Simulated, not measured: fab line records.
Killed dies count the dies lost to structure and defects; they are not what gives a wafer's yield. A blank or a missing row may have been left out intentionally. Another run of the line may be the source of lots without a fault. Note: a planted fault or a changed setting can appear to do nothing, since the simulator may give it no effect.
Which tool did it? ; flow nand harc ; 24 lots with 72 wafers sampled at 3 steps, on a route of 1159 steps

## WHAT EACH GAUGE READ, for each wafer
NHARC_P_STI_CD_MEAS_16.
lot;measured;on;cd nm (nm)
L074;day 2 11:48;cd sem-02;198.0 203.1 203.5
L075;day 2 20:34;cd sem-01;197.9 199.6 202.3
L076;day 2 20:43;cd sem-03;200.2 198.4 198.8
L077;day 3 06:40;cd sem-03;199.6 202.3 195.5
L079;day 3 13:56;cd sem-03;205.2 199.3 204.7
L078;day 3 14:07;cd sem-02;197.7 195.4 200.6
L080;day 3 23:50;cd sem-03;197.1 204.8 199.9
L081;day 4 05:19;cd sem-03;199.2 200.8 200.3
L082;day 4 12:41;cd sem-03;196.9 199.7 199.4
L084;day 4 21:46;cd sem-01;198.9 194.1 200.4
L083;day 4 21:57;cd sem-03;201.9 200.1 199.1
L085;day 5 06:14;cd sem-01;198.1 204.9 201.0
L086;day 5 11:29;cd sem-03;202.3 199.9 202.7
L087;day 5 19:31;cd sem-03;203.0 202.5 200.0
L088;day 5 23:36;cd sem-02;200.2 198.2 201.9
L089;day 6 08:44;cd sem-02;193.8 201.1 200.2
L091;day 6 14:25;cd sem-03;202.0 195.3 197.0
L090;day 6 14:34;cd sem-03;199.9 202.8 197.6
L092;day 7 00:14;cd sem-02;196.1 200.6 202.1
L093;day 7 05:26;cd sem-02;200.1 202.8 201.7
L094;day 7 12:02;cd sem-01;198.4 202.7 199.5
L095;day 7 23:43;cd sem-03;198.3 203.1 201.8
L096;day 7 23:46;cd sem-01;199.2 204.9 200.7
L097;day 8 07:57;cd sem-03;200.9 201.2 200.2

NHARC_P_CONTACT_INSPECT_27.
lot;measured;on;raw defect count
L074;day 5 23:59;defect inspect-01;320 421 195
L075;day 6 07:19;defect inspect-01;209 348 349
L076;day 6 06:46;defect inspect-01;138 209 147
L077;day 6 11:34;defect inspect-01;464 226 242
L079;day 6 16:20;defect inspect-02;361 348 387
L078;day 6 19:46;defect inspect-02;128 120 234
L080;day 7 07:52;defect inspect-02;263 207 276
L081;day 7 16:07;defect inspect-02;420 199 392
L082;day 7 22:07;defect inspect-02;199 297 263
L084;day 8 02:48;defect inspect-02;340 177 219
L083;day 8 01:54;defect inspect-01;672 513 287
L085;day 9 10:36;defect inspect-01;243 216 198
L086;day 9 00:11;defect inspect-02;184 360 191
L087;day 8 21:32;defect inspect-01;192 192 387
L088;day 8 22:02;defect inspect-02;269 587 183
L089;day 9 18:26;defect inspect-01;157 243 255
L091;day 9 22:05;defect inspect-01;183 257 268
L090;day 9 22:35;defect inspect-01;333 605 312
L092;day 10 15:31;defect inspect-02;224 212 203
L093;day 10 10:20;defect inspect-01;280 337 589
L094;day 10 20:23;defect inspect-01;323 246 270
L095;day 11 10:23;defect inspect-01;286 192 317
L096;day 11 16:29;defect inspect-01;369 324 295
L097;day 11 09:50;defect inspect-02;142 154 177

## TOOL THAT RAN EACH LOT (tool first, then ch and the chambers of the sampled wafers, then the start)
lot;NHARC_P_GATE_STRIP_101
L074;rie diel-08 ch 0,1,3, day 5 06:20
L075;rie diel-06 ch 0,1,3, day 5 12:53
L076;rie diel-08 ch 0,1,2, day 5 12:20
L077;rie diel-06 ch 0,2,3, day 5 21:31
L079;rie diel-08 ch 1,3, day 6 04:00
L078;rie diel-08 ch 0,2,3, day 6 04:34
L080;rie diel-08 ch 0,3, day 6 15:53
L081;rie diel-08 ch 0,2,3, day 7 01:45
L082;rie diel-08 ch 0,3, day 7 02:20
L084;rie diel-04 ch 0,2,3, day 7 14:07
L083;rie diel-06 ch 0,1,3, day 7 13:25
L085;rie diel-08 ch 1,2,3, day 8 15:23
L086;rie diel-06 ch 1,3, day 8 09:30
L087;rie diel-08 ch 1,2,3, day 8 09:08
L088;rie diel-08 ch 0,2,3, day 8 09:10
L089;rie diel-08 ch 0,1, day 9 01:52
L091;rie diel-04 ch 0,2,3, day 9 07:52
L090;rie diel-08 ch 0,2, day 9 08:32
L092;rie diel-08 ch 1,2, day 9 19:55
L093;rie diel-04 ch 0,2, day 9 19:07
L094;rie diel-06 ch 0,3, day 10 03:07
L095;rie diel-06 ch 0,3, day 10 18:03
L096;rie diel-08 ch 1,3, day 11 02:09
L097;rie diel-08 ch 2,3, day 10 17:51
- NHARC_P_GATE_STRIP_101: strips in O2, time 20 s.

## WHAT THE TOOLS THEMSELVES READ (means of the sampled wafers that have a number; where no wafer has one, the mark that the record gives instead)
NHARC_P_GATE_STRIP_101.
lot;tool;drypump motor current A (A);oes product au (a.u.);rf vpp V (V);showerhead plenum p Torr (Torr);throttle valve pct (%)
L074;rie diel-08;6.2;0.997;57.9;3.44;17.032
L075;rie diel-06;5.9;1.007;57.6;3.46;17.031
L076;rie diel-08;5.8;1.001;58.7;3.55;17.032
L077;rie diel-06;5.7;1.012;57.6;3.46;17.035
L079;rie diel-08;6.2;0.982;57.8;3.44;17.049
L078;rie diel-08;5.8;1.013;58.0;3.52;17.042
L080;rie diel-08;6.3;0.998;56.8;3.42;17.038
L081;rie diel-08;5.8;1.010;57.5;3.52;17.026
L082;rie diel-08;6.2;0.998;57.6;3.40;17.035
L084;rie diel-04;5.8;1.004;58.1;3.71;17.037
L083;rie diel-06;5.9;1.009;58.0;3.45;17.037
L085;rie diel-08;5.7;0.999;58.1;3.53;17.031
L086;rie diel-06;6.1;1.014;57.8;3.46;17.037
L087;rie diel-08;5.8;0.986;58.1;3.53;17.037
L088;rie diel-08;5.8;1.007;58.2;3.52;17.036
L089;rie diel-08;6.2;0.990;57.5;3.46;17.037
L091;rie diel-04;5.8;0.996;57.6;3.70;17.042
L090;rie diel-08;5.4;1.005;58.1;3.64;17.038
L092;rie diel-08;5.3;0.992;57.9;3.65;17.032
L093;rie diel-04;5.7;1.000;58.7;3.69;17.033
L094;rie diel-06;5.7;1.010;57.9;3.54;17.037
L095;rie diel-06;5.6;1.001;57.4;3.42;17.036
L096;rie diel-08;6.2;0.985;58.0;3.41;17.036
L097;rie diel-08;5.8;0.994;57.7;3.50;17.030

## THE ANSWER, worked out from the rows above alone
Rule: what is usual is taken from the lots themselves. Put in order of their means at a reading, lots are off if they are a third of the lots or fewer, leave a main group of 4 or more, and stand apart from it by a gap of 3 or more times the standard deviation of the main group's means; of several such gaps the widest counts. A main group whose means are all the same, to the digits that the tables above print for the reading, isn't used. A lot without any number at a reading at which 4 lots or more have one is off too. All remaining lots with rows at the step are treated as sound. The gauges are gone through in route order, then the tools' own readings, and for those a lot's mean is taken as printed above. At the first step where some lot is off, the reading lying furthest off is the one used; lots without a number count as furthest.
No lot is off at any reading shown: from this, nothing can be told.

## WHAT THE SIMULATOR HAD PUT IN
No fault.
